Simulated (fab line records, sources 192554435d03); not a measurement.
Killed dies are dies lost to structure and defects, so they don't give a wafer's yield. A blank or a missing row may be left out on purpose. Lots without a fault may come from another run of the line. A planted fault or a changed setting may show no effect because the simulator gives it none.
Chamber matching | flow n5_finfet | N5_DUMMY_GATE_STRIP_41 on rie_diel-06: 4 sister chambers
The step strips in O2. 4 wafers are shown with their chamber, then 9 later ones without.

WAFERS WITH THEIR CHAMBER
wafer  | chamber | throttle_valve_pct (%)
L085.1 | 1       | 16.56
L086.2 | 3       | 17.08
L086.4 | 0       | 16.43
L086.5 | 2       | 16.75

WAFERS WITHOUT THEIR CHAMBER
wafer  | throttle_valve_pct (%)
L088.2 | 16.43
L088.3 | 17.08
L088.6 | 17.10
L091.2 | 16.77
L091.5 | 17.11
L091.6 | 16.78
L094.1 | 16.45
L094.3 | 16.79
L094.4 | 17.10

WHICH CHAMBER EACH WENT THROUGH
wafer  | from the rows above | in truth
L088.2 | 0                   | 0
L088.3 | 3                   | 3
L088.6 | 3                   | 3
L091.2 | 2                   | 2
L091.5 | 3                   | 3
L091.6 | 2                   | 2
L094.1 | 0                   | 0
L094.3 | 2                   | 2
L094.4 | 3                   | 3
Placed correctly: 9 of 9. Can't be placed from these rows: 0. Placed wrongly: 0.
How it was worked out, from the rows above alone: a wafer's distance from a chamber is the root of the sum, over the readings, of the square of ((its reading less the chamber's mean) divided by the reading's scatter). The wafer belongs to the nearest chamber; if the next one is less than 2 further off, it can't be placed. A chamber's mean is the mean of its shown wafers. The scatter: with one shown wafer a chamber, the root of the mean of the squares of how far each hidden wafer lies from its nearest shown one.
